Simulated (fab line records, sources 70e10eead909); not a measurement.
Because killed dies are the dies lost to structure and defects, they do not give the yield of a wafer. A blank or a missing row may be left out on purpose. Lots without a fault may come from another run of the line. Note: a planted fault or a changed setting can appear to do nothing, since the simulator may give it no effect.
fab line records	flow nand-harc
record lots=11	wafers=33	last-day=33
route steps=1302 shown A_M1@1186 A_BONDPAD@1203
lots untouched by any fault: they come from a run of this same line in which no faults occurred
start-h: start of the lot's first displayed wafer, in hours after the record's first day	wait-h: hours since the lot's step before	" repeats the value in the row above	L1.1+2: a row that stands for several wafers	- no value present, or no start provided	* or withheld: withheld	< > ~ a bound
route shown NAME@n: a module of which the file shows steps, and the number in the route of the first	usual: the fault-free wafers' mean and standard deviation	same: alike in all rows	chamber/n: place in a boat	sites: each site's reading	_std_site: the values' standard deviation	_edge_site: inner sites' mean taken away from outer sites' mean	radius-mm: how far each site lies from the wafer's centre	mask NAME#n: copy n	behind: the tool/chamber that last shaped the wafer	hold: reason for holding the lot/hours on hold/outcome of the hold	device: names the non-switching transistor (n, p or np)	end of line: tests run on the same wafers once the route is complete	for a step that has no rows: nothing shown but its recipe	killed: not the wafer's yield, but the dies lost to structure and defects at the first sort	map: a wafer's dies, x killed, . not, _ none there
set.NAME: the setting as run; set.NAME@STEP: as run at that earlier step	model.NAME: the simulator's own value behind a step, which no gauge read
the route's steps for a sample of lots (tables are steps, rows are wafers)
services: from which hour (start-h, from the record's first day; less than 0 if before it) a tool's chamber was out of use, for how many hours, and why
## steps
# step NHARC_A_M1_STRIP_18
# recipe power-w=1000	n2-flow-sccm=150	h2-flow-sccm=150	ar-flow-sccm=0	bias-w=0	chemistry=N2/H2
# usual drypump-motor-current-A=5.8/0.38	mfc-ar-sccm=0.007/0.0087	oes-product-au=0.998/0.01	rf-vpp-V=90.8/1.1	showerhead-plenum-p-Torr=2.06/0.099	throttle-valve-pct=14.171/0.0092
lot.wafer	tool	chamber	start-h	wait-h	drypump-motor-current-A	mfc-ar-sccm	oes-product-au	rf-hours-counter-h	rf-vpp-V	showerhead-plenum-p-Torr	throttle-valve-pct
L747.2	rie-diel-08	0	537.79	0.1	5.5	0	0.989	7.4	91.2	2.03	14.171
L747.1	"	2	"	"	6.0	0	0.988	7.3	90.7	2.04	14.159
L747.5	"	3	"	"	5.9	0.009	1.000	-	92.6	2.15	14.180
L746.1	rie-diel-05	1	540.51	0.1	5.2	0.027	1.009	9.0	91.6	2.14	14.161
L746.4	"	0	"	"	6.5	0	1.016	9.0	90.4	1.95	14.176
L746.6	"	2	"	"	5.7	0.008	1.010	-	90.3	2.10	14.183
L748.2	rie-diel-11	3	558.21	0.1	6.3	0.024	0.999	3.1	92.2	2.19	14.185
L748.1	"	0	"	"	5.4	0.012	0.994	3.2	91.2	2.19	14.160
L748.3	"	2	"	"	5.9	0.003	1.002	3.1	89.5	1.90	14.166
L749.2	rie-diel-08	3	584.08	0.1	5.9	0.009	1.002	2.0	92.3	2.15	14.158
L749.1	"	0	"	"	5.5	0	0.998	1.7	89.5	2.03	14.162
L749.5	"	2	"	"	6.0	0	1.001	-	90.2	2.04	14.167
L751.1	rie-diel-08	1	588.79	0.1	5.3	0	0.988	1.6	90.5	1.94	14.169
L751.6	"	1	"	"	5.3	0	0.976	-	90.5	1.94	14.178
L751.5	"	2	"	"	6.0	0	1.006	-	90.0	2.04	14.158
L752.3	rie-diel-11	0	593.38	0.1	5.4	0.012	0.980	4.5	90.6	2.19	14.180
L752.4	"	3	"	"	6.3	0.024	0.995	4.5	90.1	2.19	14.159
L752.6	"	1	"	"	6.0	0.002	1.011	-	91.6	2.02	14.170
L756.4	rie-diel-05	0	629.12	0.1	6.6	0	0.985	2.1	90.4	1.95	14.164
L756.3	"	2	"	"	5.8	0.008	0.998	2.3	90.7	2.10	14.182
L756.5	"	1	"	"	5.2	0.027	1.002	-	89.5	2.14	14.175
L759.4	rie-diel-05	2	667.02	0.1	5.8	0.008	0.992	4.7	89.6	2.10	14.177
L759.1	"	3	"	"	6.4	0	0.995	4.8	91.0	1.97	14.197
L759.3	"	0	"	"	6.5	0	0.977	4.7	88.9	1.94	14.175
L763.3	rie-diel-05	2	678.35	0.1	5.7	0.008	1.001	5.0	91.2	2.10	14.175
L763.6	"	2	"	"	5.8	0.008	1.006	-	91.4	2.10	14.172
L763.5	"	3	"	"	6.4	0	1.007	-	89.2	1.97	14.164
L765.4	rie-diel-08	1	713.62	0.1	5.3	0	0.998	8.7	90.7	1.94	14.163
L765.1	"	2	"	"	6.0	0	0.990	8.4	90.5	2.04	14.170
L765.6	"	1	"	"	5.3	0	0.994	-	91.0	1.94	14.165
L769.3	rie-diel-05	2	742.49	0.1	5.8	0.008	1.003	9.4	92.0	2.10	14.166
L769.1	"	3	"	"	6.4	0	1.009	10.9	89.7	1.96	14.169
L769.6	"	2	"	"	5.8	0.008	1.000	-	90.9	2.10	14.167
# step NHARC_A_M1_ETCH_28
# recipe target-depth-a=300	over-etch-frac=0.3	time-s=72.99	ion-energy-ev=150	cf4-flow-sccm=50	n2-flow-sccm=100	ar-flow-sccm=150	rf-w=300	bias-w=100	chemistry=CF4/N2
# usual drypump-motor-current-A=5.8/0.39	mfc-ar-sccm=150.0/0.46	oes-product-au=0.997/0.011	rf-vpp-V=314.6/2.1	showerhead-plenum-p-Torr=2.65/0.12	throttle-valve-pct=19.794/0.0096
lot.wafer	tool	chamber	start-h	wait-h	drypump-motor-current-A	mfc-ar-sccm	oes-product-au	rf-hours-counter-h	rf-vpp-V	showerhead-plenum-p-Torr	throttle-valve-pct
L747.2	rie-diel-08	0	-	-	5.5	150.1	0.990	7.5	314.4	2.62	19.797
L747.1	"	1	"	"	5.3	150.5	0.975	7.3	311.8	2.51	19.788
L747.5	"	3	"	"	5.9	150.2	0.996	-	315.5	2.75	19.791
L746.4	rie-diel-05	0	-	-	6.5	149.6	1.011	9.0	311.0	2.51	19.800
L746.1	"	1	"	"	5.2	150.2	1.007	9.0	315.8	2.74	19.790
L746.6	"	0	"	"	6.6	150.4	1.020	-	312.5	2.51	19.789
L748.3	rie-diel-11	3	-	-	6.3	149.8	1.001	3.2	317.3	2.80	19.776
L748.1	"	1	"	"	6.0	149.5	1.006	3.1	314.6	2.61	19.805
L748.2	"	2	"	"	5.9	149.7	1.008	3.1	310.8	2.46	19.770
L749.1	rie-diel-08	1	-	-	5.3	150.0	0.978	1.3	313.0	2.51	19.805
L749.2	"	2	"	"	6.0	149.3	1.005	1.6	314.2	2.62	19.813
L749.5	"	0	"	"	5.5	150.0	1.002	-	314.5	2.62	19.811
L751.1	rie-diel-08	0	-	-	5.5	150.3	1.015	2.1	314.2	2.62	19.788
L751.5	"	2	"	"	6.0	150.4	1.009	-	314.0	2.62	19.783
L751.6	"	3	"	"	5.9	149.6	1.000	-	315.8	2.75	19.791
L752.4	rie-diel-11	3	-	-	6.3	149.7	1.004	4.6	316.6	2.80	19.801
L752.3	"	0	"	"	5.4	150.2	1.005	4.6	316.8	2.81	19.785
L752.6	"	2	"	"	5.9	149.8	1.002	-	310.9	2.46	19.804
L756.3	rie-diel-05	2	-	-	5.8	151.0	0.999	2.4	314.9	2.70	19.797
L756.4	"	3	"	"	6.4	150.0	0.994	2.7	312.7	2.54	19.816
L756.5	"	2	"	"	5.8	150.3	0.995	-	314.0	2.70	19.778
L759.3	rie-diel-05	2	-	-	5.8	150.0	0.993	4.8	315.2	2.70	19.788
L759.4	"	3	"	"	6.4	150.7	1.002	4.9	312.7	2.54	19.815
L759.1	"	0	"	"	6.5	150.5	0.986	4.7	312.6	2.51	19.792
L763.3	rie-diel-05	1	-	-	5.2	150.8	0.987	5.8	316.5	2.74	19.793
L763.6	"	0	"	"	6.6	149.9	0.978	-	312.7	2.51	19.789
L763.5	"	1	"	"	5.2	150.4	0.991	-	316.1	2.74	19.799
L765.1	rie-diel-08	2	-	-	5.9	149.7	0.988	8.4	313.4	2.62	19.801
L765.4	"	3	"	"	5.8	149.4	1.003	9.6	315.7	2.75	19.783
L765.6	"	2	"	"	6.0	149.8	0.985	-	314.6	2.62	19.804
L769.3	rie-diel-05	0	-	-	6.6	150.1	0.971	10.7	312.3	2.51	19.814
L769.1	"	1	"	"	5.2	149.8	1.001	10.1	314.9	2.74	19.797
L769.6	"	3	"	"	6.4	149.9	0.999	-	312.5	2.54	19.792
# step NHARC_A_M1_ECD_22
# recipe target-thk-a=4000	bath-temp-c=25	material=Cu
lot.wafer	tool	chamber	start-h	wait-h
L747.1+2+5	ecd-cu-02	0,1,0	538.81	-
L746.1+4+6	ecd-cu-02	0,1,1	541.62	-
L748.2+1+3	ecd-cu-01	1,0,1	559.20	-
L749.1+2+5	ecd-cu-01	0,1,0	585.11	-
L751.1+6+5	ecd-cu-01	1,1,0	589.85	-
L752.4+3+6	ecd-cu-01	1,0,1	594.49	-
L756.3+4+5	ecd-cu-01	1,0,0	630.23	-
L759.1+3+4	ecd-cu-02	0,1,0	671.96	-
L763.3+5+6	ecd-cu-02	1,0,1	679.50	-
L765.1+4+6	ecd-cu-02	1	714.68	-
L769.1+3+6	ecd-cu-01	1,0,0	743.58	-
# step NHARC_A_M1_CMP_23
# recipe t-overpolish-s=20	target-thk-nm=154.34
# usual motor-current-A=11.9/0.56	slurry-flow-ml-min=150.1/0.49	time-to-endpoint-s=29/3
lot.wafer	tool	chamber	start-h	wait-h	motor-current-A	slurry-flow-ml-min	time-to-endpoint-s
L747.1	cmp-04	1	539.53	-	12.8	150.9	30
L747.2	"	0	"	"	12.2	150.7	26
L747.5	"	2	"	"	12.9	149.9	25
L746.1	cmp-01	1	542.38	-	12.4	150.2	34
L746.4	"	2	"	"	12.2	150.5	27
L746.6	"	0	"	"	11.2	150.3	26
L748.2	cmp-02	2	559.94	-	10.8	149.7	32
L748.3	"	3	"	"	12.0	149.7	30
L748.1	"	0	"	"	11.4	149.6	32
L749.1	cmp-04	1	585.83	-	12.8	150.0	28
L749.2	"	2	"	"	11.6	149.8	25
L749.5	"	2	"	"	12.5	150.3	25
L751.1	cmp-01	3	590.71	-	12.2	151.2	30
L751.6	"	2	"	"	11.9	150.4	27
L751.5	"	3	"	"	12.4	149.8	30
L752.4	cmp-02	2	595.12	-	10.9	150.0	32
L752.3	"	3	"	"	11.8	149.5	29
L752.6	"	3	"	"	12.7	149.5	31
L756.3	cmp-02	0	630.85	-	12.0	150.3	30
L756.4	"	3	"	"	12.5	150.2	29
L756.5	"	0	"	"	11.6	150.4	28
L759.3	cmp-02	0	672.63	-	11.3	149.9	32
L759.4	"	1	"	"	12.3	150.0	28
L759.1	"	2	"	"	11.4	149.7	34
L763.3	cmp-04	1	680.10	-	12.8	150.5	30
L763.5	"	0	"	"	11.8	150.6	17
L763.6	"	1	"	"	12.2	150.7	32
L765.1	cmp-02	3	715.36	-	11.9	150.1	29
L765.4	"	0	"	"	11.8	149.8	16
L765.6	"	0	"	"	11.5	149.9	30
L769.3	cmp-02	3	744.31	-	12.6	150.5	27
L769.1	"	0	"	"	12.2	149.5	27
L769.6	"	3	"	"	12.1	150.0	28
# step NHARC_A_BONDPAD_CMP_29
# recipe target-thk-nm=200	material=SiCN
# usual motor-current-A=11.9/0.56	slurry-flow-ml-min=150.0/0.49
lot.wafer	tool	chamber	start-h	wait-h	motor-current-A	slurry-flow-ml-min
L747.1	cmp-01	2	541.14	-	12.3	150.0
L747.2	"	0	"	"	12.0	150.1
L747.5	"	2	"	"	12.4	149.2
L746.1	cmp-04	0	543.91	-	12.5	149.7
L746.4	"	3	"	"	11.5	149.4
L746.6	"	1	"	"	12.5	150.1
L748.3	cmp-01	2	561.52	-	11.4	149.7
L748.2	"	3	"	"	11.4	150.1
L748.1	"	0	"	"	11.8	149.8
L749.2	cmp-03	3	587.43	-	11.2	149.3
L749.1	"	0	"	"	11.9	149.8
L749.5	"	2	"	"	11.2	149.5
L751.1	cmp-03	1	592.50	-	11.2	150.2
L751.6	"	2	"	"	11.7	151.1
L751.5	"	3	"	"	12.4	150.4
L752.4	cmp-01	0	596.73	-	11.1	150.2
L752.3	"	2	"	"	12.0	150.8
L752.6	"	0	"	"	11.3	149.7
L756.4	cmp-03	1	632.43	-	11.0	151.0
L756.3	"	0	"	"	11.9	149.6
L756.5	"	1	"	"	11.3	150.2
L759.3	cmp-04	0	674.21	-	13.0	150.3
L759.1	"	2	"	"	12.4	150.3
L759.4	"	3	"	"	12.4	149.9
L763.3	cmp-01	2	682.49	-	11.9	150.8
L763.6	"	3	"	"	12.3	150.2
L763.5	"	0	"	"	11.5	149.2
L765.4	cmp-03	2	717.14	0.4	11.3	150.3
L765.1	"	3	"	"	11.0	150.0
L765.6	"	0	"	"	12.4	149.6
L769.1	cmp-03	3	745.89	-	11.8	150.6
L769.3	"	1	"	"	10.7	149.6
L769.6	"	2	"	"	11.7	149.6
## services
tool	chamber	start-h	hours	kind
ecd-cu-01	-	513.96	8.0	pm
cmp-02	-	517.30	2.3	repair
cmp-02	-	528.05	4.0	pm
rie-diel-08	-	544.80	9.0	pm
rie-diel-08	2	559.72	1.6	repair
rie-diel-05	2	569.75	7.2	repair
cmp-01	-	569.85	1.3	repair
cmp-01	-	577.73	4.0	pm
rie-diel-05	-	583.60	9.0	pm
rie-diel-08	2	617.62	14.2	repair
cmp-02	-	626.05	4.0	pm
cmp-02	-	631.80	1.5	repair
cmp-01	-	643.81	3.6	repair
rie-diel-08	0	656.34	8.3	repair
ecd-cu-01	-	656.78	4.6	repair
rie-diel-05	2	671.64	5.2	repair
cmp-01	-	675.73	4.0	pm
ecd-cu-01	-	689.96	8.0	pm
cmp-01	-	695.01	23.1	repair
cmp-02	-	721.51	1.6	repair
rie-diel-08	-	721.80	9.0	pm
cmp-02	-	724.05	4.0	pm
cmp-01	-	736.45	0.3	repair
rie-diel-08	0	745.03	34.5	repair
## key
first-sign step=NHARC_A_M1_CMP_23	reading=time-to-endpoint-s	direction=down	sigmas=4.2	usual=*	struck=*
effect none on later readings
met-at NHARC_A_M1_ECD_22
struck-lots L763,L765
struck-wafers L763.5,L765.4
not-acting-at NHARC_A_M1_STRIP_18,NHARC_A_M1_ETCH_28,NHARC_A_BONDPAD_CMP_29
onset-between 671.96 679.50
fault kind=process-parameter-drift	tool=ecd-cu-02	chamber=-	onset-h=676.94	steps=NHARC_A_M1_ECD_22	channel=target-thk-a	offset=*	shape=step	end-h=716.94	scope=struck-wafers-only	acts-in=*	stated=*
